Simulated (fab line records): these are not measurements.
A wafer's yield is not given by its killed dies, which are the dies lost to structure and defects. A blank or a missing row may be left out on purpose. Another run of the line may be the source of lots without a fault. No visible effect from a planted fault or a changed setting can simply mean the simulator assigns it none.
Split-lot experiment ; flow n5 finfet ; 7 lots, 21 wafers read, on a route of 1938 steps

## THE SPLIT
At N5_SDB_ETCH_18 (etches SOC in N2/H2, target depth 100 nm, overetch 20 nm, time 150 s), the setting source w was moved away from the recipe's 840 W on 4 of the 21 wafers read, by -5.5% to +16.2%. All remaining wafers had this setting at the recipe value.

Reading taken at the split's own step.

## THE READING
rf vpp V, in V, at N5_SDB_ETCH_18 (etches SOC in N2/H2, target depth 100 nm, overetch 20 nm, time 150 s). On this fab line, fault-free wafers typically give 524.5 V with a standard deviation of 1.7 V.

wafer;tool, chamber at the split;source w as run, W;against the recipe;rf vpp V, V;against lot-mates on the recipe
L086.3;rie diel-06, 0;840;recipe;525.5;-
L086.4;rie diel-06, 2;840;recipe;526.2;-
L086.6;rie diel-06, 3;840;recipe;523.8;-
L087.1;rie diel-01, 2;958.9;+14.2%;500.1;-24.2
L087.3;rie diel-01, 3;840;recipe;523.4;-
L087.6;rie diel-01, 0;840;recipe;525.2;-
L088.3;rie diel-01, 2;884.4;+5.3%;515.1;-9.5
L088.4;rie diel-01, 1;840;recipe;526.0;-
L088.5;rie diel-01, 2;840;recipe;523.2;-
L090.1;rie diel-06, 1;975.8;+16.2%;500.7;-23.8
L090.5;rie diel-06, 0;840;recipe;526.4;-
L090.6;rie diel-06, 3;840;recipe;522.5;-
L093.2;rie diel-06, 1;840;recipe;527.1;-
L093.4;rie diel-06, 0;840;recipe;526.6;-
L093.5;rie diel-06, 2;840;recipe;524.7;-
L096.1;rie diel-01, 3;840;recipe;522.4;-
L096.2;rie diel-01, 2;840;recipe;521.3;-
L096.6;rie diel-01, 2;793.6;-5.5%;531.7;+9.9
L097.4;rie diel-06, 1;840;recipe;527.1;-
L097.5;rie diel-06, 3;840;recipe;525.5;-
L097.6;rie diel-06, 0;840;recipe;526.8;-

FIT RESULTS
A straight line over all 21 wafers: rf vpp V changes by -1.59 V for each +1% of source w; r = -0.97; the points scatter about the line by 1.9 V.
The same after taking each lot's own level away (the mean of its wafers on the recipe; 21 wafers): -1.6 V for each +1%; r = -0.99; scatter 1.3 V.
That fit puts the effect of the largest move of source w on the reading at 26 V.
Across the lots, their own levels run from 521.85 to 526.47 V, a range of 2.7 times the standard deviation given above.
Consequently the slope shifts little with the lot-to-lot level, the two slopes agreeing.
Check: for one of the wafers moved furthest among these (+16.2%), held out of the fit, the line's prediction against its lot-mates is -27.9 V. It came out at -23.8 V against them.
Tool readings at the split's step, against how far the setting was moved: rf vpp V r = -0.97.

## THESE WAFERS: OTHER SPLITS
Note: prior to the reading, these wafers also went through further splits. Each is held against what the fit with the lots' levels taken away leaves over:
other split on the same wafers;wafers away from the commonest value;r with rf vpp V (lot level and that fit taken away)
N5_SD_EPI_N_DESCUM_14 time s;9;-0.02
N5_SDB_COAT_04 spin rpm;7;+0.12

## FILE'S OWN FIT
rf vpp V changes by -1.6 V for each +1% of source w, r = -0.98.
